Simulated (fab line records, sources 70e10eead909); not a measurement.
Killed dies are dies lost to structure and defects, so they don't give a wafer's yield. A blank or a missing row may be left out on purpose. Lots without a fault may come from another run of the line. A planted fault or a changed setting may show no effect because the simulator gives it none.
Which tool did it? | flow nand_harc | 24 lots, 72 wafers sampled, at 6 steps of a route of 1302

WHAT THE GAUGES READ, wafer by wafer
NHARC_P_STI_INSPECT_25.
lot  | measured     | on                | raw_defect_count
L074 | day 4 07:34  | defect_inspect-01 | 131 153 104
L075 | day 4 11:56  | defect_inspect-01 | 162 246 204
L076 | day 4 20:13  | defect_inspect-02 | 316 274 251
L077 | day 5 03:30  | defect_inspect-02 | 141 163 198
L078 | day 5 13:51  | defect_inspect-02 | 104 166 213
L079 | day 6 07:16  | defect_inspect-01 | 155 220 88
L081 | day 6 21:50  | defect_inspect-01 | 143 203 166
L080 | day 6 21:50  | defect_inspect-02 | 178 245 225
L082 | day 7 11:24  | defect_inspect-01 | 179 154 205
L083 | day 8 02:41  | defect_inspect-01 | 452 235 387
L084 | day 8 08:01  | defect_inspect-02 | 160 153 226
L085 | day 8 14:30  | defect_inspect-01 | 152 173 123
L086 | day 9 01:20  | defect_inspect-01 | 301 274 217
L087 | day 9 09:25  | defect_inspect-02 | 275 271 312
L088 | day 10 02:56 | defect_inspect-01 | 167 185 126
L089 | day 10 02:56 | defect_inspect-02 | 150 371 185
L090 | day 10 16:22 | defect_inspect-02 | 219 114 172
L091 | day 11 00:19 | defect_inspect-01 | 118 146 129
L092 | day 11 10:22 | defect_inspect-01 | 140 115 256
L093 | day 11 23:24 | defect_inspect-01 | 161 194 248
L094 | day 12 06:43 | defect_inspect-01 | 229 156 268
L095 | day 12 18:35 | defect_inspect-02 | 124 167 173
L096 | day 13 05:19 | defect_inspect-01 | 189 201 128
L097 | day 13 11:57 | defect_inspect-02 | 439 269 353

NHARC_A_ONON_D1_THK_MEAS_08: measures by ellipsometry.
lot  | measured     | on            | thk_nm (nm)
L074 | day 8 00:40  | film_metro-02 | 985 986 986
L075 | day 8 11:55  | film_metro-01 | 980 979 979
L076 | day 8 11:55  | film_metro-02 | 997 997 997
L077 | day 9 08:46  | film_metro-01 | 985 986 987
L078 | day 9 08:45  | film_metro-02 | 998 997 998
L079 | day 9 22:30  | film_metro-02 | 1011 1011 1009
L081 | day 10 18:00 | film_metro-01 | 1019 1019 1020
L080 | day 10 18:00 | film_metro-02 | 997 999 997
L082 | day 11 03:01 | film_metro-01 | 982 984 982
L083 | day 11 19:38 | film_metro-02 | 1015 1012 1015
L084 | day 12 09:05 | film_metro-01 | 1001 1002 1001
L085 | day 12 17:45 | film_metro-02 | 999 1001 1000
L086 | day 13 02:36 | film_metro-02 | 1000 1002 1000
L087 | day 13 02:36 | film_metro-01 | 1008 1009 1008
L088 | day 13 20:43 | film_metro-02 | 1002 1003 1002
L089 | day 13 20:44 | film_metro-02 | 1002 1002 1000
L090 | day 14 13:11 | film_metro-02 | 1012 1010 1013
L091 | day 15 00:07 | film_metro-02 | 1001 1001 1002
L092 | day 15 05:58 | film_metro-02 | 1001 1001 1003
L093 | day 15 16:33 | film_metro-02 | 1003 1001 1002
L094 | day 15 22:19 | film_metro-02 | 1019 1018 1016
L095 | day 17 05:58 | film_metro-02 | 993 994 995
L096 | day 17 05:59 | film_metro-02 | 999 1000 998
L097 | day 17 20:57 | film_metro-02 | 999 1000 1000

NHARC_A_ONON_D1_THK_MEAS_34: measures by ellipsometry.
lot  | measured     | on            | thk_nm (nm)
L074 | day 8 12:17  | film_metro-02 | 195 200 199
L075 | day 8 23:42  | film_metro-01 | 201 203 204
L076 | day 8 23:34  | film_metro-01 | 201 201 202
L077 | day 9 20:38  | film_metro-02 | 205 200 198
L078 | day 9 20:46  | film_metro-02 | 192 197 199
L079 | day 10 09:54 | film_metro-01 | 197 202 204
L081 | day 11 05:58 | film_metro-02 | 196 203 201
L080 | day 11 05:55 | film_metro-01 | 198 200 200
L082 | day 11 15:45 | film_metro-01 | 201 197 203
L083 | day 12 07:28 | film_metro-01 | 196 196 201
L084 | day 12 22:34 | film_metro-01 | 204 208 205
L085 | day 13 06:40 | film_metro-02 | 194 204 201
L086 | day 13 14:16 | film_metro-02 | 198 201 201
L087 | day 13 14:16 | film_metro-02 | 200 197 201
L088 | day 14 11:09 | film_metro-02 | 198 197 202
L089 | day 14 11:17 | film_metro-02 | 204 201 206
L090 | day 15 02:44 | film_metro-02 | 202 203 210
L091 | day 15 13:29 | film_metro-02 | 198 204 202
L092 | day 15 17:38 | film_metro-02 | 201 203 206
L093 | day 16 04:29 | film_metro-02 | 197 198 203
L094 | day 16 09:58 | film_metro-02 | 199 200 205
L095 | day 17 17:40 | film_metro-02 | 196 201 199
L096 | day 17 17:45 | film_metro-02 | 198 201 203
L097 | day 18 08:56 | film_metro-02 | 197 200 205

WHICH TOOL RAN EACH LOT (tool, then ch and the chambers of the sampled wafers, then the start)
lot  | NHARC_P_GATE_DESCUM_93             | NHARC_P_M2_STRIP_18                | NHARC_P_M2_PRE_CLEAN_32
L074 | rie_diel-08 ch 0,1,2, day 5 22:55  | rie_diel-02 ch 1,2, day 6 16:52    | pecvd-02 ch 0,2, day 6 19:10
L075 | rie_diel-12 ch 0,1,3, day 6 06:38  | rie_diel-02 ch 1,2,3, day 7 00:11  | pecvd-02 ch 0,1, day 7 02:26
L076 | rie_diel-02 ch 0,1,3, day 6 12:11  | rie_diel-08 ch 0,1,2, day 7 05:38  | pecvd-02 ch 0,1, day 7 07:55
L077 | rie_diel-08 ch 0,1, day 7 06:20    | rie_diel-09 ch 0,2,3, day 8 00:04  | pecvd-03 ch 0,1,2, day 8 02:17
L078 | rie_diel-12 ch 0,1,2, day 7 08:25  | rie_diel-02 ch 0,1,3, day 8 01:59  | pecvd-02 ch 0,1,2, day 8 04:15
L079 | rie_diel-12 ch 1,2, day 7 21:15    | rie_diel-02 ch 0,1, day 8 15:05    | pecvd-02 ch 0,1, day 8 17:22
L081 | rie_diel-02 ch 0,2, day 8 13:22    | rie_diel-09 ch 1,2,3, day 9 06:41  | pecvd-03 ch 0,1,2, day 9 08:55
L080 | rie_diel-08 ch 0,3, day 8 14:46    | rie_diel-08 ch 1,3, day 9 07:55    | pecvd-02 ch 0,1,2, day 9 10:13
L082 | rie_diel-02 ch 0,1,2, day 9 02:06  | rie_diel-09 ch 0,3, day 9 19:53    | pecvd-01 ch 1,2, day 9 22:09
L083 | rie_diel-02 ch 0,3, day 9 18:14    | rie_diel-02 ch 0,2, day 10 12:22   | pecvd-03 ch 0,2, day 10 15:00
L084 | rie_diel-12 ch 0,2, day 10 02:42   | rie_diel-02 ch 0,2, day 10 20:35   | pecvd-01 ch 1,2, day 11 03:13
L085 | rie_diel-12 ch 0,2,3, day 10 11:22 | rie_diel-08 ch 2,3, day 11 09:37   | pecvd-02 ch 1,2, day 11 12:24
L086 | rie_diel-02 ch 0,2, day 10 22:44   | rie_diel-02 ch 1,2,3, day 11 18:28 | pecvd-02 ch 0,1,2, day 11 20:46
L087 | rie_diel-12 ch 0,1,3, day 10 22:22 | rie_diel-02 ch 2,3, day 11 17:42   | pecvd-02 ch 0,1, day 11 19:58
L088 | rie_diel-12 ch 0,2,3, day 11 18:56 | rie_diel-02 ch 1,2,3, day 12 13:10 | pecvd-02 ch 0,1,2, day 12 15:23
L089 | rie_diel-02 ch 1,2,3, day 11 19:43 | rie_diel-02 ch 0,1,3, day 12 14:10 | pecvd-01 ch 2, day 12 16:25
L090 | rie_diel-08 ch 0,1,3, day 12 10:35 | rie_diel-02 ch 0,1,2, day 13 03:59 | pecvd-01 ch 1,2, day 13 06:14
L091 | rie_diel-08 ch 1,2,3, day 12 20:38 | rie_diel-02 ch 0,2,3, day 13 14:25 | pecvd-02 ch 0,1, day 13 16:38
L092 | rie_diel-08 ch 0,2, day 13 02:04   | rie_diel-08 ch 0,1,2, day 13 19:29 | pecvd-02 ch 0,1,2, day 13 21:43
L093 | rie_diel-08 ch 0,2,3, day 13 13:32 | rie_diel-09 ch 1,3, day 14 07:18   | pecvd-03 ch 0,1, day 14 09:33
L094 | rie_diel-02 ch 0,1,3, day 13 20:32 | rie_diel-08 ch 0,2,3, day 14 15:02 | pecvd-02 ch 1,2, day 14 17:14
L095 | rie_diel-12 ch 0,1,3, day 14 12:46 | rie_diel-02 ch 0,1,2, day 15 06:20 | pecvd-03 ch 1,2, day 15 08:35
L096 | rie_diel-02 ch 0,2, day 14 21:01   | rie_diel-02 ch 1,3, day 15 14:58   | pecvd-02 ch 0,2, day 15 17:14
L097 | rie_diel-08 ch 1,2,3, day 15 03:23 | rie_diel-09 ch 0,2,3, day 15 21:04 | pecvd-01 ch 0,1, day 15 23:22
- NHARC_P_GATE_DESCUM_93: chemistry O2, time 3 s.
- NHARC_P_M2_STRIP_18: strips in N2/H2.
- NHARC_P_M2_PRE_CLEAN_32: time 12 s.

WHAT THE TOOLS THEMSELVES READ (means of the sampled wafers that have a number; where no wafer has one, the mark that the record gives instead)
NHARC_P_GATE_DESCUM_93.
lot  | tool        | drypump_motor_current_A (A) | oes_product_au (a.u.) | rf_vpp_V (V) | showerhead_plenum_p_Torr (Torr) | throttle_valve_pct (%)
L074 | rie_diel-08 | 5.4                         | 0.987                 | 57.7         | 1.81                            | 11.312
L075 | rie_diel-12 | 5.6                         | 1.004                 | 58.1         | 1.89                            | 11.303
L076 | rie_diel-02 | 5.4                         | 0.995                 | 57.8         | 1.98                            | 11.318
L077 | rie_diel-08 | 5.6                         | 1.001                 | 57.9         | 1.82                            | 11.311
L078 | rie_diel-12 | 5.4                         | 0.997                 | 57.2         | 1.87                            | 11.315
L079 | rie_diel-12 | 5.2                         | 1.012                 | 57.6         | 1.89                            | 11.312
L081 | rie_diel-02 | 5.1                         | 0.994                 | 58.1         | 2.00                            | 11.308
L080 | rie_diel-08 | 6.0                         | 1.007                 | 57.2         | 1.85                            | 11.301
L082 | rie_diel-02 | 5.3                         | 1.003                 | 57.8         | 1.98                            | 11.311
L083 | rie_diel-02 | 5.3                         | 1.002                 | 58.1         | 2.00                            | 11.309
L084 | rie_diel-12 | 5.5                         | 0.995                 | 57.8         | 1.87                            | 11.311
L085 | rie_diel-12 | 5.6                         | 1.011                 | 57.6         | 1.91                            | 11.312
L086 | rie_diel-02 | 5.1                         | 1.006                 | 57.9         | 2.00                            | 11.320
L087 | rie_diel-12 | 5.7                         | 1.006                 | 57.4         | 1.88                            | 11.314
L088 | rie_diel-12 | 5.7                         | 1.011                 | 58.3         | 1.91                            | 11.305
L089 | rie_diel-02 | 5.3                         | 0.985                 | 58.7         | 1.98                            | 11.315
L090 | rie_diel-08 | 5.6                         | 0.985                 | 56.7         | 1.86                            | 11.309
L091 | rie_diel-08 | 5.5                         | 0.991                 | 57.4         | 1.85                            | 11.304
L092 | rie_diel-08 | 5.7                         | 0.995                 | 57.7         | 1.80                            | 11.314
L093 | rie_diel-08 | 5.8                         | 1.000                 | 57.3         | 1.84                            | 11.302
L094 | rie_diel-02 | 5.4                         | 0.991                 | 56.4         | 1.98                            | 11.310
L095 | rie_diel-12 | 5.6                         | 0.995                 | 57.7         | 1.88                            | 11.307
L096 | rie_diel-02 | 5.0                         | 1.002                 | 58.4         | 1.99                            | 11.308
L097 | rie_diel-08 | 5.5                         | 0.998                 | 57.2         | 1.85                            | 11.307

NHARC_P_M2_STRIP_18.
lot  | tool        | drypump_motor_current_A (A) | oes_product_au (a.u.) | rf_fwd_power_W (W) | rf_vpp_V (V) | showerhead_plenum_p_Torr (Torr) | throttle_valve_pct (%)
L074 | rie_diel-02 | 5.2                         | 0.984                 | 992                | 91.7         | 2.11                            | 14.163
L075 | rie_diel-02 | 5.3                         | 0.998                 | 997                | 91.4         | 2.11                            | 14.166
L076 | rie_diel-08 | 5.4                         | 0.993                 | 999                | 89.3         | 1.93                            | 14.167
L077 | rie_diel-09 | 5.6                         | 0.986                 | 998                | 89.7         | 1.98                            | 14.171
L078 | rie_diel-02 | 5.4                         | 0.990                 | 995                | 90.5         | 2.11                            | 14.174
L079 | rie_diel-02 | 5.6                         | 1.003                 | 996                | 91.7         | 2.09                            | 14.169
L081 | rie_diel-09 | 5.9                         | 0.995                 | 997                | 90.1         | 2.04                            | 14.172
L080 | rie_diel-08 | 5.3                         | 1.004                 | 993                | 89.3         | 1.99                            | 14.174
L082 | rie_diel-09 | 5.2                         | 0.992                 | 1000               | 90.4         | 1.99                            | 14.165
L083 | rie_diel-02 | 5.0                         | 1.009                 | 1000               | 91.9         | 2.13                            | 14.168
L084 | rie_diel-02 | 5.0                         | 1.001                 | 996                | 90.8         | 2.13                            | 14.170
L085 | rie_diel-08 | 5.9                         | 0.996                 | 995                | 91.1         | 2.01                            | 14.175
L086 | rie_diel-02 | 5.3                         | 0.995                 | 998                | 91.1         | 2.11                            | 14.185
L087 | rie_diel-02 | 5.0                         | 0.983                 | 997                | 90.9         | 2.13                            | 14.178
L088 | rie_diel-02 | 5.3                         | 0.990                 | 998                | 90.9         | 2.11                            | 14.165
L089 | rie_diel-02 | 5.4                         | 0.999                 | 999                | 90.9         | 2.11                            | 14.176
L090 | rie_diel-02 | 5.3                         | 0.996                 | 992                | 91.1         | 2.11                            | 14.167
L091 | rie_diel-02 | 5.1                         | 0.999                 | 999                | 91.2         | 2.13                            | 14.172
L092 | rie_diel-08 | 5.4                         | 0.999                 | 999                | 90.0         | 1.92                            | 14.166
L093 | rie_diel-09 | 5.7                         | 1.000                 | 997                | 91.2         | 2.11                            | 14.174
L094 | rie_diel-08 | 5.8                         | 1.002                 | 997                | 89.7         | 1.97                            | 14.163
L095 | rie_diel-02 | 5.3                         | 0.991                 | 998                | 91.5         | 2.11                            | 14.174
L096 | rie_diel-02 | 5.6                         | 0.983                 | 995                | 89.9         | 2.09                            | 14.172
L097 | rie_diel-09 | 5.6                         | 0.991                 | 994                | 90.4         | 1.97                            | 14.173

NHARC_P_M2_PRE_CLEAN_32.
lot  | tool     | heater_power_outer_w (W) | heater_power_w (W) | rf_fwd_power_W (W)
L074 | pecvd-02 | 416                      | 687                | 292.1
L075 | pecvd-02 | 358                      | 635                | 293.6
L076 | pecvd-02 | 338                      | 606                | 292.9
L077 | pecvd-03 | 375                      | 636                | 292.6
L078 | pecvd-02 | 368                      | 629                | 291.8
L079 | pecvd-02 | 368                      | 649                | 293.0
L081 | pecvd-03 | 388                      | 676                | 292.5
L080 | pecvd-02 | 355                      | 619                | 292.4
L082 | pecvd-01 | 394                      | 712                | 292.1
L083 | pecvd-03 | 347                      | 590                | 292.8
L084 | pecvd-01 | 349                      | 647                | 291.2
L085 | pecvd-02 | 386                      | 657                | 293.1
L086 | pecvd-02 | 349                      | 615                | 292.3
L087 | pecvd-02 | 357                      | 643                | 291.4
L088 | pecvd-02 | 390                      | 665                | 291.0
L089 | pecvd-01 | 320                      | 621                | 292.7
L090 | pecvd-01 | 381                      | 694                | 292.5
L091 | pecvd-02 | 346                      | 628                | 292.6
L092 | pecvd-02 | 391                      | 676                | 292.5
L093 | pecvd-03 | 354                      | 625                | 293.1
L094 | pecvd-02 | 389                      | 666                | 293.7
L095 | pecvd-03 | 355                      | 620                | 293.1
L096 | pecvd-02 | 372                      | 636                | 291.9
L097 | pecvd-01 | 379                      | 662                | 293.0

THE ANSWER, worked out from the rows above alone
Rule: what is usual is taken from the lots themselves. Put in order of their means at a reading, lots are off if they are a third of the lots or fewer, leave a main group of 4 or more, and stand apart from it by a gap of 3 or more times the standard deviation of the main group's means; of several such gaps the widest counts. A main group whose means are all the same, to the digits that the tables above print for the reading, isn't used. A lot without any number at a reading at which 4 lots or more have one is off too. The other lots that the step has rows for count as sound. The gauges are gone through in route order, then the tools' own readings, and for those a lot's mean is taken as printed above. The first step at which some lot is off is used, and at that step the reading that is off furthest; a lot without a number counts as furthest.
No lot is off at any reading shown: from this, nothing can be told.

WHAT THE SIMULATOR HAD PUT IN
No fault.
